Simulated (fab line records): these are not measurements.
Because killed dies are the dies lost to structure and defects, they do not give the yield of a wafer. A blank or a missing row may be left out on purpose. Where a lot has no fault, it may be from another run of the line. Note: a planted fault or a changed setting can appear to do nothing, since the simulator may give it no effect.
Comparing a struck lot with a sound one + flow n5 finfet + 14 steps out of a route of 1938
Sound: these wafers, L570.2, L570.3, L570.4. Wafers L589.3, L589.5, L589.6 were the ones struck. The cause comes at the end.
At each step with rows: each side's tool, then ch and its chambers, then its first start. Under that, the readings that differ: sound wafers + struck wafers + difference of the means + sigmas: that difference in standard deviations of wafers without a fault.
alike: readings whose means differ by less than 2 such deviations, and words and numbers that are the same on both sides. not compared: withheld readings, readings that some wafer has no value for, bounds like >300 that may hide the same value, and numbers for which the record gives no deviation and whose values overlap.
Wherever a step has rows on one side only, a row that says differs or no value, or a row with sigmas, the two part there. When numbers do not overlap yet have no deviation, they are printed without sigmas and do not part them. A reading missing from all wafers of one side parts the sides only when that side holds two or more wafers.

N5_BEOL_M12_STRIP_63: strips in N2/H2.
  sound on plasma asher-01 ch 0,1, day 12 22:59; struck on plasma asher-01 ch 0,1, day 16 18:25
  alike: drypump motor current A, h2 flow sccm, heater power w, oes product au, strip time to endpoint s
  not compared: rf hours counter h
N5_BEOL_M12_STRIP_64: strips in N2/H2.
  sound on plasma asher-01 ch 0,1, day 12 23:03; struck on plasma asher-01 ch 0,1, day 16 18:28
| reading                      | sound             | struck            | difference | sigmas |
|------------------------------|-------------------|-------------------|------------|--------|
| strip time to endpoint s (s) | 31.31 31.33 31.30 | 31.44 31.47 31.43 | +0.13      | +2     |
  alike: drypump motor current A, h2 flow sccm, heater power w, oes product au
  not compared: rf hours counter h
then, 2 steps without rows for these wafers: N5_BEOL_M12_STRIP_71 (strips in post etch residue remover, time 60 s); N5_BEOL_M12_SRD_72 (time 30 s, dry time 30 s).
N5_BEOL_M12_CD_MEAS_17 targets a cd of 140 nm.
  sound on cd sem-03, day 12 23:12; struck on cd sem-02, day 16 18:36
  alike: cd nm
then, 7 steps without rows for these wafers: N5_BEOL_M12_COAT_65 (time 60 s, resist thk 300 nm); N5_BEOL_M12_COAT_66 (time 60 s, resist thk 110 nm); N5_BEOL_M12_COAT_22 (resist thk 300 nm); N5_BEOL_M12_EBR_24; N5_BEOL_M12_SOFTBAKE_23 (time 60 s); N5_BEOL_M12_EXPOSE_25 (exposes mask M12); N5_BEOL_M12_PEB_26 (peb time 90 s).
N5_BEOL_M12_DEVELOP_27: develop time 45 s.
  struck on litho track-04, day 16 18:49; sound on litho track-05 ch 0, day 12 23:32
  no value came back on the struck wafers for chill plate temp C (C), develop time s (s); on the sound wafers chill plate temp C (C) reads 22.98 22.97 23.11
| reading                                    | sound         | struck        | difference | sigmas |
|--------------------------------------------|---------------|---------------|------------|--------|
| model.coat_of_BEOL_M12_COAT_22.thk nm (nm) | 288 289 287.6 | 301 300.2 301 | +13        |        |
then, 1 step without rows for these wafers: N5_BEOL_M12_HARDBAKE_32 (time 120 s).

== WHERE THEY PART ==
Last at N5_BEOL_M12_DEVELOP_27 as far as this record goes, first at N5_BEOL_M12_STRIP_64.

WHY: what the simulator had put in
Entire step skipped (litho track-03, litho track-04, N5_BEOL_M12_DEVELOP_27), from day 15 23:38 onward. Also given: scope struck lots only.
